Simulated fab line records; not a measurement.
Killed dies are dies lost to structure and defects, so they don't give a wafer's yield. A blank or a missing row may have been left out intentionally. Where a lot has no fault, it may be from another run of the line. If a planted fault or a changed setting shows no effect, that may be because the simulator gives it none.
Matching of chambers + flow n5 finfet + N5_BEOL_M2_ETCHBACK_99 on rie diel-05 has 4 sister chambers
The step etches SiO2 in CHF3, target depth 5 nm, time 10.4 s. 4 wafers are shown with their chamber, then 8 later ones without.

## EACH WAFER AND ITS CHAMBER
| wafer  | chamber | drypump motor current A (A) |
|--------|---------|-----------------------------|
| L079.6 | 1       | 6.1                         |
| L088.1 | 0       | 5.5                         |
| L088.4 | 2       | 5.6                         |
| L090.1 | 3       | 5.0                         |

## WAFERS WITH NO CHAMBER GIVEN
| wafer  | drypump motor current A (A) |
|--------|-----------------------------|
| L090.3 | 5.6                         |
| L090.4 | 6.1                         |
| L096.1 | 5.5                         |
| L096.4 | 5.0                         |
| L096.5 | 6.1                         |
| L097.1 | 5.5                         |
| L097.3 | 5.7                         |
| L097.5 | 6.1                         |

## THE CHAMBER EACH PASSED THROUGH
| wafer  | from the rows above | in truth |
|--------|---------------------|----------|
| L090.3 | 2                   | 2        |
| L090.4 | 1                   | 1        |
| L096.1 | 0                   | 0        |
| L096.4 | 3                   | 3        |
| L096.5 | 1                   | 1        |
| L097.1 | 0                   | 0        |
| L097.3 | 2                   | 2        |
| L097.5 | 1                   | 1        |
8 of 8 placed correctly. From these rows, 0 cannot be placed. 0 placed wrongly.
How it was worked out, from the rows above alone: a wafer's distance from a chamber is the root of the sum, over the readings, of the square of ((its reading less the chamber's mean) divided by the reading's scatter). If the next closest chamber is less than 2 further off than the closest, the wafer can't be placed; otherwise it belongs to the closest. The mean given for a chamber averages the wafers shown for that chamber. The scatter: with one shown wafer a chamber, the root of the mean of the squares of how far each hidden wafer lies from its nearest shown one.
